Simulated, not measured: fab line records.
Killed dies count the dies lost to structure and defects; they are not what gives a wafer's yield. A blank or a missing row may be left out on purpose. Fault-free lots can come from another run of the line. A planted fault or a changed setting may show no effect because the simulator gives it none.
Chamber matching / flow nand_harc / NHARC_A_STAIRCASE_ETCH_253 on rie_diel-04: 4 sister chambers
The step etches the open film in C4F8/O2, target depth 50 nm, time 20.2 s. 18 wafers are shown with their chamber, then 9 later ones without.

== EACH WAFER AND ITS CHAMBER ==
wafer=L075.2; chamber=2; rf_vpp_V (V)=900; rf_fwd_power_W (W)=588; oes_product_au (a.u.)=0.951
wafer=L075.4; chamber=3; rf_vpp_V (V)=890; rf_fwd_power_W (W)=592; oes_product_au (a.u.)=0.974
wafer=L075.5; chamber=3; rf_vpp_V (V)=889; rf_fwd_power_W (W)=590; oes_product_au (a.u.)=0.967
wafer=L078.1; chamber=0; rf_vpp_V (V)=899; rf_fwd_power_W (W)=592; oes_product_au (a.u.)=0.960
wafer=L078.2; chamber=2; rf_vpp_V (V)=899; rf_fwd_power_W (W)=591; oes_product_au (a.u.)=0.989
wafer=L078.4; chamber=3; rf_vpp_V (V)=889; rf_fwd_power_W (W)=593; oes_product_au (a.u.)=0.965
wafer=L084.1; chamber=2; rf_vpp_V (V)=897; rf_fwd_power_W (W)=590; oes_product_au (a.u.)=0.944
wafer=L084.2; chamber=1; rf_vpp_V (V)=897; rf_fwd_power_W (W)=585; oes_product_au (a.u.)=0.949
wafer=L084.6; chamber=1; rf_vpp_V (V)=895; rf_fwd_power_W (W)=589; oes_product_au (a.u.)=0.954
wafer=L083.2; chamber=3; rf_vpp_V (V)=889; rf_fwd_power_W (W)=588; oes_product_au (a.u.)=0.950
wafer=L083.3; chamber=2; rf_vpp_V (V)=897; rf_fwd_power_W (W)=588; oes_product_au (a.u.)=0.939
wafer=L083.4; chamber=2; rf_vpp_V (V)=899; rf_fwd_power_W (W)=591; oes_product_au (a.u.)=0.933
wafer=L085.1; chamber=2; rf_vpp_V (V)=897; rf_fwd_power_W (W)=587; oes_product_au (a.u.)=0.932
wafer=L085.5; chamber=0; rf_vpp_V (V)=898; rf_fwd_power_W (W)=597; oes_product_au (a.u.)=0.943
wafer=L085.6; chamber=3; rf_vpp_V (V)=887; rf_fwd_power_W (W)=590; oes_product_au (a.u.)=0.956
wafer=L088.1; chamber=1; rf_vpp_V (V)=896; rf_fwd_power_W (W)=582; oes_product_au (a.u.)=0.955
wafer=L088.3; chamber=2; rf_vpp_V (V)=898; rf_fwd_power_W (W)=591; oes_product_au (a.u.)=0.975
wafer=L088.4; chamber=3; rf_vpp_V (V)=888; rf_fwd_power_W (W)=590; oes_product_au (a.u.)=0.970

SIGNATURES (averages over the wafers above)
reading=rf_vpp_V; chamber 0=898.50; chamber 1=896.00; chamber 2=898.14; chamber 3=888.67; scatter within a chamber=1.09
reading=rf_fwd_power_W; chamber 0=594.50; chamber 1=585.33; chamber 2=589.43; chamber 3=590.50; scatter within a chamber=2.24
reading=oes_product_au; chamber 0=0.95150; chamber 1=0.95267; chamber 2=0.95186; chamber 3=0.96367; scatter within a chamber=0.0157
Rule: a wafer lies at a distance from a chamber equal to the root of the sum of squares, over the readings, of (its reading less the chamber's mean, divided by the reading's scatter). If the next closest chamber is less than 2 further off than the closest, the wafer can't be placed; otherwise it belongs to the closest. How the scatter is found: for the shown wafers, subtract from each reading the mean of its chamber, square and add these, divide the total by (wafers less chambers), then take the root.

== WAFERS WHOSE CHAMBER IS MISSING ==
wafer=L090.1; rf_vpp_V (V)=895; rf_fwd_power_W (W)=587; oes_product_au (a.u.)=0.921
wafer=L090.2; rf_vpp_V (V)=888; rf_fwd_power_W (W)=592; oes_product_au (a.u.)=0.920
wafer=L090.4; rf_vpp_V (V)=898; rf_fwd_power_W (W)=589; oes_product_au (a.u.)=0.911
wafer=L096.1; rf_vpp_V (V)=897; rf_fwd_power_W (W)=598; oes_product_au (a.u.)=0.937
wafer=L096.5; rf_vpp_V (V)=889; rf_fwd_power_W (W)=591; oes_product_au (a.u.)=0.961
wafer=L096.6; rf_vpp_V (V)=897; rf_fwd_power_W (W)=590; oes_product_au (a.u.)=0.973
wafer=L097.2; rf_vpp_V (V)=898; rf_fwd_power_W (W)=596; oes_product_au (a.u.)=0.952
wafer=L097.4; rf_vpp_V (V)=895; rf_fwd_power_W (W)=585; oes_product_au (a.u.)=0.945
wafer=L097.5; rf_vpp_V (V)=895; rf_fwd_power_W (W)=588; oes_product_au (a.u.)=0.943

== CHAMBER TAKEN BY EACH ==
wafer=L090.1; from the rows above=can't be placed: 1 or 2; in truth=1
wafer=L090.2; from the rows above=3; in truth=3
wafer=L090.4; from the rows above=can't be placed: 2 or 0 or 1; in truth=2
wafer=L096.1; from the rows above=can't be placed: 0 or 2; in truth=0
wafer=L096.5; from the rows above=3; in truth=3
wafer=L096.6; from the rows above=can't be placed: 2 or 1 or 0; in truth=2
wafer=L097.2; from the rows above=0; in truth=0
wafer=L097.4; from the rows above=1; in truth=1
wafer=L097.5; from the rows above=can't be placed: 1 or 2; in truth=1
4 of 9 placed correctly. Can't be placed from these rows: 5 (the true chamber is among the candidates in 5). 0 placed wrongly.
